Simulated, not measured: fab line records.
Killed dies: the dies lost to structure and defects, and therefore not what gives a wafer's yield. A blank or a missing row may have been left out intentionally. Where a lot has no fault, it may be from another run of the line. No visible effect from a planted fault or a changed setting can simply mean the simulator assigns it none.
fab line records -- flow n5Finfet
[record] lots = 4, wafers = 12, lastDay = 16
route steps=1938 shown BEOL_M9@1437 BEOL_M10@1470 PASSIVATION@1936
lots that met no fault: from a run of the same line without faults
startH: hours from the record's opening day to when the first of the lot's shown wafers began -- waitH: hours elapsed since this lot's preceding step -- " as in the row above -- L1.1+2: several wafers, shown together as one row -- - no value, or no start was given -- * or withheld: withheld -- < > ~ a bound
route shown NAME@n: a module of which the file shows steps, and the number in the route of the first -- usual: average and standard deviation across the fault-free wafers -- same: alike in all rows -- chamber/n: place in a boat -- sites: readings site by site -- _std_site: how widely they spread, as a standard deviation -- _edge_site: mean of outer sites minus mean of inner sites -- radiusMm: for every site, how far away it sits from the centre of the wafer -- mask NAME#n: copy n -- behind: tool/chamber where the wafer was last shaped -- hold: the reason the lot was held/the length of the hold in hours/how it ended -- device: whichever transistor did not switch (one of n, p or np) -- end of line: the tests these same wafers got at the end of their route -- where a step has no rows: the recipe by itself -- killed: the dies lost at the first sort to structure and to defects; this is not the yield of the wafer -- map: shows each die of a wafer: x if killed, . if not, _ if none is there
set.NAME: setting as actually run; set.NAME@STEP: the setting as run at that earlier step -- model.NAME: the simulator's own value behind a step, which no gauge read
lots at selected steps of the route; one table per step, one row per wafer
services: from which hour (startH, from the record's first day; less than 0 if before it) a tool's chamber was out of use, for how many hours, and why
[[steps]]
[step N5_BEOL_M9_DESCUM_33]
[recipe] chemistry = O2, timeS = 7, sourcePowerW = 50, biasPowerW = 20, pressureMtorr = 20, rfFrequencyHz = 2.712e+07, tempC = 40, resist = CAR-EUV, o2FlowSccm = 225
[step N5_BEOL_M9_ETCH_76]
[recipe] chemistry = N2/H2, target = underlayer, targetDepthA = 65, maskMaterial = CAR-EUV, timeS = 5.2, ionEnergyEv = 200, pressureMtorr = 30, sourceW = 840, biasW = 150, n2FlowSccm = 200, h2FlowSccm = 200, ends = cleared
[step N5_BEOL_M9_ETCH_65]
[recipe] chemistry = CF4, target = SiARC, targetDepthA = 156, maskMaterial = CAR-EUV, timeS = 26, ionEnergyEv = 80, pressureMtorr = 40, sourceW = 545, biasW = 36, Ar_flow_sccm = 100, cf4FlowSccm = 100, ends = cleared
[step N5_BEOL_M9_ETCH_66]
[recipe] chemistry = N2/H2, target = SOC, targetDepthA = 800, overetchA = 160, maskMaterial = SiARC, tempC = 40, timeS = 120, ionEnergyEv = 200, pressureMtorr = 30, sourceW = 840, biasW = 150, n2FlowSccm = 200, h2FlowSccm = 200
[step N5_BEOL_M9_STRIP_69]
[recipe] chemistry = N2/H2, tempC = 40, n2FlowSccm = 200, h2FlowSccm = 200, rfFrequencyHz = 6e+07
[step N5_BEOL_M9_STRIP_77]
[recipe] chemistry = N2/H2, tempC = 40, n2FlowSccm = 200, h2FlowSccm = 200, rfFrequencyHz = 6e+07
[step N5_BEOL_M9_VIA_ETCH_34]
[recipe] chemistry = C4F6/O2, target = SiCOH_lowk, targetDepthA = 1824, maskMaterial = SOC, taperDeg = 4, timeS = 68.4, ionEnergyEv = 250, pressureMtorr = 30, sourceW = 345, biasW = 185, Ar_flow_sccm = 300, C4F6_flow_sccm = 10, O2_flow_sccm = 10
[step N5_BEOL_M9_STRIP_73]
[recipe] chemistry = C4F6/O2, resist = SiARC, rfFrequencyHz = 6e+07
[step N5_BEOL_M9_STRIP_36]
[recipe] chemistry = N2/H2, powerW = 450, tempC = 40, pressureMtorr = 20, rfFrequencyHz = 6e+07, overashFraction = 0.3, biasPowerW = 7, h2Frac = 0.5, n2FlowSccm = 200, h2FlowSccm = 200
[step N5_BEOL_M9_TRENCH_ETCH_37]
[recipe] chemistry = C4F6/O2, targetDepthA = 1514.3, target = SiCOH_lowk, timeS = 49, ionEnergyEv = 250, pressureMtorr = 30, sourceW = 345, biasW = 185, Ar_flow_sccm = 300, C4F6_flow_sccm = 10, O2_flow_sccm = 10
[step N5_BEOL_M9_ETCH_41]
[recipe] chemistry = CH3F/O2, target = SiCN, targetDepthA = 366, taperDeg = 2, timeS = 70.1, ionEnergyEv = 120, maskMaterial = TiN, pressureMtorr = 30, sourceW = 395, biasW = 75, Ar_flow_sccm = 150, CH3F_flow_sccm = 30, O2_flow_sccm = 20
[step N5_BEOL_M9_STRIP_80]
[recipe] chemistry = N2/H2, timeS = 10, powerW = 450, tempC = 40, pressureMtorr = 20, rfFrequencyHz = 6e+07, biasPowerW = 7, n2FlowSccm = 200, h2FlowSccm = 200
[usual] drypumpMotorCurrentA = 5.6/0.55, oesProductAu = 0.78/0.081, rfVppV = 59.0/0.73, showerheadPlenumPTorr = 2.52/0.078, throttleValvePct = 23.61/0.26
lot.wafer,tool,chamber,startH,waitH,drypumpMotorCurrentA,oesProductAu,rfHoursCounterH,rfVppV,showerheadPlenumPTorr,throttleValvePct
L344.2,rieDiel-06,2,209.97,-,5.0,0.90,40,58.4,2.49,23.29
L344.4,rieDiel-06,0,209.97,-,6.2,0.75,178,58.6,2.40,23.68
L344.6,rieDiel-06,0,209.97,-,6.3,0.75,-,58.5,2.40,23.66
L346.1,rieDiel-06,3,228.01,-,5.7,0.78,117,58.7,2.65,23.36
L346.4,rieDiel-06,2,228.01,-,5.0,0.88,46,58.5,2.48,23.29
L346.5,rieDiel-06,2,228.01,-,5.0,0.89,-,59.9,2.48,23.31
L348.3,rieDiel-06,3,240.94,-,5.7,0.78,120,59.6,2.65,23.34
L348.4,rieDiel-06,2,240.94,-,5.0,0.88,49,58.2,2.48,23.29
L348.6,rieDiel-06,2,240.94,-,5.0,0.88,-,58.6,2.48,23.28
L358.1,rieDiel-03,1,316.26,-,5.7,0.84,66,57.6,2.58,23.59
L358.3,rieDiel-03,2,316.26,-,6.6,0.90,23,59.8,2.48,23.26
L358.6,rieDiel-03,2,316.26,-,6.6,0.90,-,58.1,2.48,23.26
[step N5_BEOL_M9_HM_STRIP_39]
[recipe] chemistry = peroxideTinStrip, material = TiN, targetDepthA = 250, tempC = 50, timeS = 158
[step N5_BEOL_M9_SRD_40]
[recipe] timeS = 30, tempC = 23, rinseLiquid = diw, dry = ipaMarangoni
[step N5_BEOL_M9_PRECLEAN_42]
[recipe] chemistry = residueRemover, timeS = 60, tempC = 40
[step N5_BEOL_M9_SRD_43]
[recipe] timeS = 30, tempC = 23, rinseLiquid = diw, dry = ipaMarangoni
[step N5_BEOL_M9_CURE_72]
[recipe] tempC = 370, timeS = 120, ambient = DMADMS/He, material = SiCOH_lowk
[step N5_BEOL_M9_DEGAS_44]
[recipe] ambient = vacuum, tempC = 250, timeS = 60
[step N5_BEOL_M9_PRE_CLEAN_45]
[recipe] gas = H2/He, timeS = 30, tempC = 250
[step N5_BEOL_M9_ALD_74]
[recipe] material = TaN, targetThkA = 20, tempC = 275, aldPrecursorFamily = PDMAT, aldCoReactant = NH3, pressureTorr = 3, carrierFlowSccm = 1500, pulseTimeS = 2, purgeTimeS = 3, coReactantPurgeTimeS = 2, coReactantPulseTimeS = 3, aldCycles = 40, precursorVesselTempC = 75, precursorVesselPressureTorr = 26.25, precursorVesselCarrierSccm = 1000
[step N5_BEOL_M9_SURFACE_TREAT_79]
[recipe] gas = Ar, timeS = *, ionEnergyEv = *, ionCurrentMaCm2 = 0.5, pressureMtorr = *, arFlowSccm = 30
[step N5_BEOL_M9_CVD_78]
[recipe] material = Co, targetThkA = 20, tempC = withheld, precursor = CCTBA/H2, pressureTorr = 30, timeS = 138.9
[step N5_BEOL_M9_SPUTTER_48]
[recipe] material = Cu, targetThkA = 120, tempC = -20, biasV = 60, powerW = 26000, chamberPressurePa = 0.13, timeS = 2
[step N5_BEOL_M9_ECD_50]
[recipe] material = Cu, targetThkA = 3180
[step N5_BEOL_M9_ANNEAL_51]
[recipe] tempC = 225, timeS = 90, ambient = N2
[step N5_BEOL_M9_CMP_52]
[recipe] stopOn = SiCOH_lowk, tOverpolishS = 7, downForcePsi = 1, platenRpm = 50, clearingPlatenDownForcePsi = 1.5, clearingPlatenRpm = 50, postCmpClean = cuAlkaline, targetThkNm = 140, clearingPlatenPadVelocityMS = 0.99484, padVelocityMS = 0.99484
[step N5_BEOL_M9_PRE_CLEAN_55]
[recipe] gas = NH3, timeS = 15, tempC = withheld, rfPowerW = 300
[step N5_BEOL_M9_DEP_56]
[recipe] material = SiCN, targetThkA = 150, tempC = withheld, precursor = 3MS/NH3, pressureTorr = 3, rfW = 202, timeS = 26.5
[step N5_BEOL_M10_ILD_DEP_00]
[recipe] material = SiCOH_lowk, targetThkA = 3085.1, tempC = 300, precursor = DEMS/porogen, pressureTorr = 5, rfW = 500, timeS = 58
[step N5_BEOL_M10_CURE_71]
[recipe] tempC = 385, timeS = 240, ambient = He/Ar, material = SiCOH_lowk
[step N5_BEOL_M10_PECVD_70]
[recipe] material = SiO2, targetThkA = 200, tempC = 400, precursor = TEOS/O2, pressureTorr = 5.5, rfW = 450, teosFlowSccm = 53.8, gas = O2, flowSccm = 3000, timeS = 22.7
[step N5_BEOL_M10_HM_DEP_02]
[recipe] material = TiN, targetThkA = 200, tempC = 25, chamberPressurePa = 0.49996
[step N5_BEOL_M10_COAT_59]
[recipe] resist = SOC, tempC = 250, timeS = 60, spinRpm = 1500, resistThkNm = 100
[step N5_BEOL_M10_COAT_60]
[recipe] resist = SiARC, tempC = 220, timeS = 60, spinRpm = 1500, resistThkNm = 30
[step N5_BEOL_M10_COAT_05]
[recipe] resist = CAR-ArF, spinRpm = 1500, resistThkNm = 90
[step N5_PASSIVATION_PROBE_49]
[usual] defectLimitedYield = 91.3/1.7, killed_at_M0_to_M3 = 33/11, killed_at_M4_up = 14/5.5, killedAtContacts = 13/6.5, killedAtFrontEnd = 39/13, killedAtOther = 3.4/2.9, killedDies = 103/20, killedOpen = 69/15, killedShort = 32/8.1, sort_bin_5_function = 5.1/1.1, sort_bin_6_memory = 3.3/0.74, sortNPass = 1077/20, sortYieldPct = 91.3/1.7
[same] grossDies = 1180, killedAtBackSide = 0, sort_bin_4_leakage[%] = 0, sort_bin_8_speed[%] = 0
lot.wafer,tool,chamber,startH,waitH,defectLimitedYield[%],killed_at_M0_to_M3,killed_at_M4_up,killedAtContacts,killedAtFrontEnd,killedAtOther,killedDies,killedOpen,killedShort,sort_bin_5_function[%],sort_bin_6_memory[%],sortNPass,sortYieldPct[%]
L344.2,prober-02,-,287.13,0.1,88.4,41,19,36,41,0,137,86,51,7.2,3.8,1043,88.4
L344.4,prober-02,-,287.23,0.2,91.6,37,10,23,26,3,99,64,34,5.5,2.7,1081,91.6
L344.6,prober-02,-,287.33,0.3,89.5,36,19,16,47,6,124,89,35,5.7,4.7,1056,89.5
L346.1,prober-01,-,287.66,0.0,80.2,30,147,7,45,5,234,66,32,12.6,5.0,946,80.2
L346.4,prober-01,-,287.81,0.2,84.9,30,17,35,90,6,178,125,45,8.6,5.6,1002,84.9
L346.5,prober-01,-,287.86,0.2,89.5,28,27,13,48,8,124,90,33,6.7,3.3,1056,89.5
L348.3,prober-02,-,313.58,0.1,80.0,52,135,5,41,3,236,76,30,11.2,6.1,944,80.0
L348.4,prober-02,-,313.63,0.2,92.8,35,11,8,29,2,85,56,28,4.3,2.4,1095,92.8
L348.6,prober-02,-,313.73,0.3,90.3,25,9,15,60,5,114,80,31,6.2,3.4,1066,90.3
L358.1,prober-01,-,378.14,0.0,90.7,36,14,9,49,2,110,72,36,4.4,4.7,1070,90.7
L358.3,prober-01,-,378.24,0.1,91.7,37,8,5,47,1,98,62,31,5.4,2.2,1082,91.7
L358.6,prober-01,-,378.39,0.3,89.9,35,13,5,64,2,119,84,30,5.1,4.7,1061,89.9
// killed by level:class
L344.2 MOL_CONTACT_COAG:geometricParticle:open=30 BEOL_M0_SAQP:geometricParticle:short=17 BEOL_M4:geometricParticle:open=10 BEOL_M0_SAQP:geometricParticle:open=10 FIN_SAQP:geometricParticle:open=6 FIN_SAQP:geometricParticle:short=6 MOL_CONTACT_COAG:geometricParticle:short=6 STARTING-WAFER:geometricParticle:open=6
L344.4 MOL_CONTACT_COAG:geometricParticle:open=18 BEOL_M1:geometricParticle:open=8 BEOL_M3:geometricParticle:open=7 DUMMY_GATE:geometricParticle:open=6 GATE_CUT:geometricParticle:short=6 BEOL_M4:geometricParticle:open=6 BEOL_M0_SAQP:geometricParticle:short=6 MOL_CONTACT_COAG:geometricParticle:short=5
L344.6 STI_FIN_REVEAL:geometricParticle:open=15 BEOL_M4:geometricParticle:open=15 MOL_CONTACT_COAG:geometricParticle:open=13 FIN_SAQP:geometricParticle:short=10 BEOL_M0_SAQP:geometricParticle:open=8 FIN_SAQP:geometricParticle:open=7 BEOL_M0_SAQP:geometricParticle:short=7 BEOL_M2:geometricParticle:open=6
L346.1 BEOL_M9:unspecified=133 FIN_SAQP:geometricParticle:open=18 FIN_SAQP:geometricParticle:short=7 BEOL_M0_SAQP:geometricParticle:short=7 MOL_CONTACT_COAG:geometricParticle:open=6 BEOL_M0_SAQP:geometricParticle:open=6 BEOL_M3:geometricParticle:open=6 GATE_CUT:geometricParticle:short=4
L346.4 FIN_SAQP:geometricParticle:open=37 MOL_CONTACT_COAG:geometricParticle:open=28 STI_FIN_REVEAL:geometricParticle:open=15 FIN_SAQP:geometricParticle:short=10 BEOL_M4:geometricParticle:open=8 MOL_CONTACT_COAG:geometricParticle:short=7 BEOL_M0_SAQP:geometricParticle:open=7 BEOL_M0_SAQP:geometricParticle:short=5
L346.5 FIN_SAQP:geometricParticle:open=18 BEOL_M4:geometricParticle:open=16 BEOL_M2:geometricParticle:open=12 MOL_CONTACT_COAG:geometricParticle:open=12 GATE_CUT:geometricParticle:short=8 FIN_SAQP:geometricParticle:short=7 GATE_CUT:geometricParticle:open=5 BEOL_M0_SAQP:geometricParticle:open=5
L348.3 BEOL_M9:unspecified=127 STI_FIN_REVEAL:geometricParticle:open=17 BEOL_M0_SAQP:geometricParticle:open=14 FIN_SAQP:geometricParticle:short=7 BEOL_M0_SAQP:geometricParticle:short=7 BEOL_M0:geometricParticle:open=7 BEOL_M3:geometricParticle:open=6 FIN_SAQP:geometricParticle:open=5
L348.4 STI_FIN_REVEAL:geometricParticle:open=11 BEOL_M0_SAQP:geometricParticle:short=10 BEOL_M0_SAQP:geometricParticle:open=9 BEOL_M1:geometricParticle:open=9 MOL_CONTACT_COAG:geometricParticle:open=8 FIN_SAQP:geometricParticle:short=5 BEOL_M4:geometricParticle:open=4 BEOL_M3:geometricParticle:open=3
L348.6 STI_FIN_REVEAL:geometricParticle:open=23 FIN_SAQP:geometricParticle:open=11 MOL_CONTACT_COAG:geometricParticle:open=11 FIN_SAQP:geometricParticle:short=9 BEOL_M0_SAQP:geometricParticle:open=8 BEOL_M0_SAQP:geometricParticle:short=6 BEOL_M2:geometricParticle:open=5 DUMMY_GATE:geometricParticle:open=4
L358.1 FIN_SAQP:geometricParticle:open=18 FIN_SAQP:geometricParticle:short=8 MOL_CONTACT_COAG:geometricParticle:open=8 BEOL_M3:geometricParticle:open=8 DUMMY_GATE:geometricParticle:open=6 BEOL_M4:geometricParticle:open=6 BEOL_M0_SAQP:geometricParticle:open=5 BEOL_M0_SAQP:geometricParticle:short=5
L358.3 FIN_SAQP:geometricParticle:open=12 FIN_SAQP:geometricParticle:short=12 BEOL_M2:geometricParticle:open=10 BEOL_M1:geometricParticle:open=9 STI_FIN_REVEAL:geometricParticle:open=7 BEOL_M0_SAQP:geometricParticle:short=7 BEOL_M0_SAQP:geometricParticle:open=6 MOL_CONTACT_COAG:geometricParticle:open=4
L358.6 FIN_SAQP:geometricParticle:open=26 BEOL_M0_SAQP:geometricParticle:open=12 FIN_SAQP:geometricParticle:short=9 STI_FIN_REVEAL:geometricParticle:open=9 BEOL_M2:geometricParticle:open=8 BEOL_M0_SAQP:geometricParticle:short=7 DUMMY_GATE:geometricParticle:open=5 BEOL_M3:geometricParticle:open=5
// map L346.1 (x killed, . not)
_________________..x...xx..x.________________
______________..x..xxx.xxxx.x..._____________
___________x.x..xxxxxxxxxx.xx...x..__________
__________..x.xx.xxxxxxxxxxxx......._________
________.x..xx.x.xxxxxxxxxxx.xx......._______
_______......xxx.xxxxxxxxxxx.xx.x.....x______
______.......x.x.xxxxxxxxxxxx..........._____
_____.xx........xxxxxxxxxxxxxx.x.........____
____.........xx.xxxxxxxxxxxxx..x..xx.x....___
___........xx....xxxxxxxx.xx.x....x.x.x....__
___......x.......xxxxxxxxxxxx..x.....x..x..__
__..............x..xxx.x..xx............x..._
__.......x.....x....xxx.x..................._
_.......xx...............x.........x....x....
_..x..x....x....................x............
_..............x...........x.................
_..................................x.........
_xx.........x......x...x..........x........x.
_...x.............x..........................
_........x...............x........x..........
_.......x....................................
__........x.x.................x........x...._
__.............x...x........................_
___........................................__
___.x..x............x...................x..__
____......x..x......x.......x.x..........x___
_____.....x............................x.____
______............................x....._____
_______xx....x...............x...x...x.______
________..x....................x..x..._______
__________....x..........x.........._________
___________........x.....x.....x...__________
______________............x....._____________
_________________....x.......________________
// map L348.3 (x killed, . not)
_________________.xx...xxx...________________
______________..x....xxx...x...x_____________
___________......x.x.xxxxxxx.......__________
__________...xxx.x.xxxxxxxx........._________
________....x...xxxxxxxxxxxxxx.....x.._______
_______.........xxxxxxxxxxxxxxxxx.x.x..______
______..x...x...xxxxxxxxxxxxx.x.x......._____
_____.......x..xx.xxxxxxxxxxxx..x....x...____
____......x.......xxxxxxxxxx..xx.........x___
___............xx.xxxxxxxxxxx..............__
___.....x..x.x...x.xxxxxxxxx..x......x.....__
__...x.x....x....xxxx.xxxx.x..x.......x....._
__...x..x..........xx.x....................._
_..................x........x....x...........
_..x......x.........x...x...................x
_..........x.....x.x...................x.....
_x............x..............................
_......x......x.......................x..x...
_.....x......x..........................x....
_x.................................x.....x.x.
_.....x..................xx..x.............x.
__...x..........x................x.x..xx...._
__..........x..........x...................._
___x.x.x.......x.........x......x..........__
___.x..............x.....................x.__
____..x...........xx..x..............xx...___
_____.....x......x.......................____
______.....x..x..............x.....xx..._____
_______........x..x.......x............______
________.................x............_______
__________........x.......x.x......._________
___________........x.............x.__________
______________..x....xx.......x._____________
_________________....x.......________________
[[services]]
tool,chamber,startH,hours,kind
rieDiel-06,0,213.00,3.4,repair
rieDiel-03,2,217.30,-,clean
rieDiel-03,2,217.30,-,consumableReplace:focusRing
rieDiel-03,2,217.30,20.1,scheduledDown
rieDiel-03,2,217.30,20.1,ventCycle
rieDiel-03,2,266.47,4.2,repair
rieDiel-06,1,290.13,8.6,repair
rieDiel-03,3,303.82,-,clean
rieDiel-03,3,303.82,-,consumableReplace:focusRing
rieDiel-03,3,303.82,16.7,scheduledDown
rieDiel-03,3,303.82,16.7,ventCycle
rieDiel-06,1,312.47,-,clean
rieDiel-06,1,312.47,-,consumableReplace:focusRing
rieDiel-06,1,312.47,21.9,scheduledDown
rieDiel-06,1,312.47,21.9,ventCycle
[[key]]
[firstSign] step = N5_PASSIVATION_PROBE_49, reading = killed_at_M4_up, direction = up, sigmas = 23, usual = 14, struck = 141
[effect] step = N5_PASSIVATION_PROBE_49, reading = defectLimitedYield, direction = down, sigmas = 6.5, usual = 91.3, struck = 80.1
[moreKillsBornAt] N5_BEOL_M9_STRIP_80@rieDiel-06 = 260
metAt N5_BEOL_M9_STRIP_80
struckWafers L346.1,L348.3
[fault] kind = chamberParticleSource, tool = rieDiel-06, chamber = 3, onsetH = 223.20, steps = N5_BEOL_M9_STRIP_80, ratePerVisitCm2 = 0.8896, endH = 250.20
